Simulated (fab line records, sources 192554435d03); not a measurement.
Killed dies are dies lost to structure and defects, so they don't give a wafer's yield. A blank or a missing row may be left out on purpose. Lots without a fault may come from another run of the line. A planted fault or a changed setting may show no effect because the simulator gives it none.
Which tool did it? | flow n5_finfet | 10 lots, 28 wafers sampled, at 5 steps of a route of 1938

WHAT THE GAUGES READ, wafer by wafer
N5_HKMG_FIN_OVL_MEAS_13. Usual: NWFM_OVL 0.0 nm, standard deviation 0.72.
lot  | measured    | on         | NWFM_OVL (nm) | flag
L621 | day 4 15:26 | overlay-02 | -0.4 0.5 -0.3 |
L622 | day 4 20:20 | overlay-01 | 0.0 -1.2 0.2  |
L623 | day 5 04:46 | overlay-01 | 0.3 0.7 -0.8  |
L624 | day 5 10:53 | overlay-02 | 1.8 0.7 1.5   |
L626 | day 5 20:56 | overlay-02 | 0.9 1.2 0.5   |
L630 | day 7 01:05 | overlay-01 | 0.1 0.3       |
L633 | day 7 14:37 | overlay-01 | 0.2 -0.4      |
L637 | day 8 14:48 | overlay-02 | -0.1 -0.4 1.1 |
L638 | day 8 21:57 | overlay-02 | 0.5 0.1 0.1   |
L640 | day 9 11:11 | overlay-02 | 0.8 -0.1 -0.7 |

N5_HKMG_FIN_INSPECT_14: inspects for defects (macro). Usual: raw_defect_count 2.2, standard deviation 1.4.
lot  | measured    | on                | raw_defect_count | flag
L621 | day 4 15:28 | defect_inspect-02 | 6 4 4            |
L622 | day 4 20:22 | defect_inspect-01 | 4 0 1            |
L623 | day 5 04:47 | defect_inspect-01 | 3 4 3            |
L624 | day 5 10:55 | defect_inspect-02 | 4 2 2            |
L626 | day 5 20:57 | defect_inspect-02 | 2 3 3            |
L630 | day 7 01:06 | defect_inspect-01 | 1 0              |
L633 | day 7 14:38 | defect_inspect-02 | 2 1              |
L637 | day 8 14:49 | defect_inspect-01 | 1 1 2            |
L638 | day 8 21:58 | defect_inspect-02 | 0 1 0            |
L640 | day 9 11:13 | defect_inspect-01 | 2 2 2            |

N5_BEOL_M4_RC_MEAS_101. Usual: DIBL_N 36.4 mV/V, standard deviation 1.4; DIBL_P 36.4 mV/V, standard deviation 1.5; IOFF_N 0.156 nA/um, standard deviation 0.022; IOFF_P 0.210 nA/um, standard deviation 0.023; ION_N 675 uA/um, standard deviation 9.1; ION_P 463 uA/um, standard deviation 5.7; SS_N 71.6 mV/dec, standard deviation 0.45; SS_P 73.3 mV/dec, standard deviation 0.56; VT_N 250 mV, standard deviation 3.1; VT_P -250.3 mV, standard deviation 2.3.
lot  | measured     | on        | DIBL_N (mV/V)  | DIBL_P (mV/V)  | IOFF_N (nA/um)    | IOFF_P (nA/um)    | ION_N (uA/um) | ION_P (uA/um) | SS_N (mV/dec)  | SS_P (mV/dec)  | VT_N (mV)   | VT_P (mV)            | flag
L621 | day 10 06:00 | prober-02 | 34.5 35.7 35.5 | 34.8 36.9 37.1 | 0.139 0.163 0.166 | 0.180 0.217 0.213 | 663 672 678   | 453 459 462   | 71.0 71.0 71.6 | 72.3 73.5 73.3 | 252 248 248 | -248.9 -248.0 -248.4 |
L622 | day 9 12:20  | prober-01 | 36.2 36.3 35.1 | 35.6 34.6 34.0 | 0.170 0.162 0.144 | 0.205 0.180 0.169 | 681 673 677   | 461 455 454   | 72.0 71.7 71.5 | 73.3 73.7 73.6 | 244 249 250 | -249.8 -252.2 -253.3 |
L623 | day 10 05:55 | prober-01 | 34.3 34.1 35.5 | 35.6 34.4 36.1 | 0.126 0.120 0.141 | 0.196 0.192 0.218 | 674 677 673   | 469 472 472   | 70.8 71.4 71.5 | 72.6 72.4 73.1 | 250 254 248 | -251.6 -249.2 -245.6 |
L624 | day 10 07:53 | prober-01 | 33.9 35.9 34.0 | 35.1 38.1 34.8 | 0.142 0.189 0.141 | 0.200 0.241 0.192 | 676 688 663   | 467 465 462   | 71.2 72.3 70.7 | 72.2 73.4 72.0 | 248 245 251 | -251.3 -246.9 -251.6 |
L626 | day 10 18:31 | prober-02 | 37.4 37.6 37.8 | 37.3 37.7 37.5 | 0.160 0.155 0.163 | 0.195 0.200 0.206 | 667 667 670   | 455 455 464   | 71.1 71.7 71.4 | 73.6 73.8 73.9 | 248 253 249 | -254.0 -252.8 -251.3 |
L630 | day 12 00:41 | prober-02 | 34.5 36.8      | 34.7 37.5      | 0.114 0.144       | 0.184 0.223       | 654 644       | 456 466       | 71.6 72.0      | 72.0 72.7      | 259 256     | -250.2 -249.1        |
L633 | day 12 14:11 | prober-02 | 34.3 35.4      | 34.7 36.5      | 0.124 0.142       | 0.183 0.196       | 655 647       | 454 457       | 71.0 71.8      | 72.3 73.2      | 254 255     | -253.8 -253.3        |
L637 | day 13 18:05 | prober-02 | 39.0 37.2 37.0 | 37.6 35.8 35.3 | 0.191 0.156 0.150 | 0.251 0.227 0.210 | 683 678 674   | 470 469 462   | 72.0 71.0 71.3 | 73.5 73.2 73.4 | 250 251 253 | -247.7 -247.3 -249.9 |
L638 | day 13 23:07 | prober-02 | 34.7 34.6 33.9 | 36.0 35.4 34.7 | 0.134 0.130 0.116 | 0.192 0.187 0.168 | 678 661 665   | 465 459 456   | 71.1 71.7 71.0 | 72.3 72.1 72.4 | 252 251 254 | -251.0 -251.1 -252.2 |
L640 | day 14 05:38 | prober-01 | 37.2 38.5 36.9 | 37.8 37.8 36.5 | 0.178 0.199 0.160 | 0.224 0.230 0.202 | 680 683 681   | 465 464 466   | 71.8 72.1 71.9 | 73.4 73.7 73.5 | 246 247 248 | -249.6 -250.2 -252.1 |

WHICH TOOL RAN EACH LOT (tool, then ch and the chambers of the sampled wafers, then the start)
lot  | N5_HKMG_FIN_STRIP_93              | N5_HKMG_FIN_ETCH_35
L621 | rie_diel-02 ch 0,3, day 4 12:55   | rie_diel-05 ch 1,3, day 4 15:47
L622 | rie_diel-03 ch 0,3, day 4 17:50   | rie_diel-05 ch 1,3, day 4 20:41
L623 | rie_diel-05 ch 1,2,3, day 5 02:10 | rie_diel-02 ch 0,1,3, day 5 05:07
L624 | rie_diel-02 ch 0,2,3, day 5 08:25 | rie_diel-05 ch 0,2,3, day 5 11:14
L626 | rie_diel-02 ch 0,1, day 5 18:20   | rie_diel-05 ch 1,2, day 5 21:17
L630 | rie_diel-03 ch 2,3, day 6 22:29   | rie_diel-05 ch 0,2, day 7 01:38
L633 | rie_diel-03 ch 1,3, day 7 11:50   | rie_diel-05 ch 1, day 7 15:09
L637 | rie_diel-03 ch 1,2,3, day 8 12:18 | rie_diel-02 ch 0,1, day 8 15:13
L638 | rie_diel-03 ch 0,1,3, day 8 19:21 | rie_diel-03 ch 1,2,3, day 8 22:19
L640 | rie_diel-02 ch 0,1,3, day 9 08:37 | rie_diel-02 ch 0,1, day 9 11:33
- N5_HKMG_FIN_STRIP_93: strips SOC in N2/H2, time 20 s.
- N5_HKMG_FIN_ETCH_35: etches SOC in N2/H2, target depth 215.8 nm, time 243.4 s.

WHAT THE TOOLS THEMSELVES READ (means of the sampled wafers that have a number; where no wafer has one, the mark that the record gives instead)
N5_HKMG_FIN_STRIP_93. Usual: drypump_motor_current_A 6.0 A, standard deviation 0.52; oes_product_au 0.79 a.u., standard deviation 0.081; rf_vpp_V 54.4 V, standard deviation 0.9; showerhead_plenum_p_Torr 3.43 Torr, standard deviation 0.11; throttle_valve_pct 18.9 %, standard deviation 0.38.
lot  | tool        | drypump_motor_current_A (A) | oes_product_au (a.u.) | rf_vpp_V (V) | showerhead_plenum_p_Torr (Torr) | throttle_valve_pct (%) | flag
L621 | rie_diel-02 | 5.9                         | 0.82                  | 54.7         | 3.52                            | 19.2                   |
L622 | rie_diel-03 | 6.3                         | 0.73                  | 54.4         | 3.42                            | 19.0                   |
L623 | rie_diel-05 | 5.8                         | 0.80                  | 53.5         | 3.41                            | 18.6                   |
L624 | rie_diel-02 | 6.0                         | 0.77                  | 54.0         | 3.41                            | 19.1                   |
L626 | rie_diel-02 | 5.8                         | 0.79                  | 54.1         | 3.42                            | 19.0                   |
L630 | rie_diel-03 | 6.0                         | 0.84                  | 54.8         | 3.47                            | 19.1                   |
L633 | rie_diel-03 | 6.4                         | 0.76                  | 54.1         | 3.42                            | 18.6                   |
L637 | rie_diel-03 | 6.2                         | 0.79                  | 54.5         | 3.47                            | 18.9                   |
L638 | rie_diel-03 | 6.4                         | 0.81                  | 54.0         | 3.42                            | 18.7                   |
L640 | rie_diel-02 | 5.7                         | 0.80                  | 54.4         | 3.43                            | 19.2                   |

N5_HKMG_FIN_ETCH_35. Usual: drypump_motor_current_A 5.9 A, standard deviation 0.56; oes_product_au 0.79 a.u., standard deviation 0.081; rf_vpp_V 142.0 V, standard deviation 1; run_length_s 267.0 s, standard deviation 0.37; showerhead_plenum_p_Torr 2.59 Torr, standard deviation 0.086; throttle_valve_pct 17.79 %, standard deviation 0.24.
lot  | tool        | drypump_motor_current_A (A) | oes_product_au (a.u.) | rf_vpp_V (V) | run_length_s (s) | showerhead_plenum_p_Torr (Torr) | throttle_valve_pct (%) | flag
L621 | rie_diel-05 | 5.4                         | 0.87                  | 141.6        | 267.0            | 2.54                            | 17.57                  |
L622 | rie_diel-05 | 5.9                         | 0.81                  | 142.0        | 267.2            | 2.59                            | 17.72                  |
L623 | rie_diel-02 | 5.7                         | 0.85                  | 142.1        | 267.5            | 2.61                            | 17.86                  |
L624 | rie_diel-05 | 6.0                         | 0.74                  | 142.0        | 266.9            | 2.65                            | 17.85                  |
L626 | rie_diel-05 | 5.3                         | 0.84                  | 141.9        | 267.3            | 2.53                            | 17.51                  |
L630 | rie_diel-05 | 5.8                         | 0.73                  | 141.8        | 242.4            | 2.65                            | 17.84                  | OFF
L633 | rie_diel-05 | 4.9                         | 0.89                  | 140.9        | 218.2            | 2.48                            | 17.45                  | OFF
L637 | rie_diel-02 | 5.4                         | 0.82                  | 141.6        | 267.2            | 2.54                            | 17.84                  |
L638 | rie_diel-03 | 6.2                         | 0.79                  | 141.8        | 266.9            | 2.63                            | 17.82                  |
L640 | rie_diel-02 | 5.8                         | 0.77                  | 141.6        | 267.1            | 2.58                            | 17.85                  |

THE ANSWER, worked out from the rows above alone
Rule: a lot is off if the mean of its wafers that have a number lies more than 3 standard deviations from the usual mean. A lot without any number at a reading at which 4 lots or more have one is off too. The other lots that the step has rows for count as sound. The gauges are gone through in route order, then the tools' own readings, and for those a lot's mean is taken as printed above. The first step at which some lot is off is used, and at that step the reading that is off furthest; a lot without a number counts as furthest.
Off: L630, L633, at N5_HKMG_FIN_ETCH_35 (run_length_s).
A tool fits if, at that step or a process step before it, it ran every lot that is off, and no sound lot after the first of them. One fits: rie_diel-05 at N5_HKMG_FIN_ETCH_35. Its last sound lot is L626 (day 5 21:17), its first lot that is off L630 (day 7 01:38): a fault that began between those two fits.
The tool's own readings at N5_HKMG_FIN_ETCH_35 bear it out: on the lots that are off they differ by more than 5 times the standard deviation of the sound lots' means. run_length_s reads 230.3 s there against 267.1 s on the sound lots.

WHAT THE SIMULATOR HAD PUT IN
Process parameter drift: rie_diel-05, from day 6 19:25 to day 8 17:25, at N5_HKMG_FIN_ETCH_35. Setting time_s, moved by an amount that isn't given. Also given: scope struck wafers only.
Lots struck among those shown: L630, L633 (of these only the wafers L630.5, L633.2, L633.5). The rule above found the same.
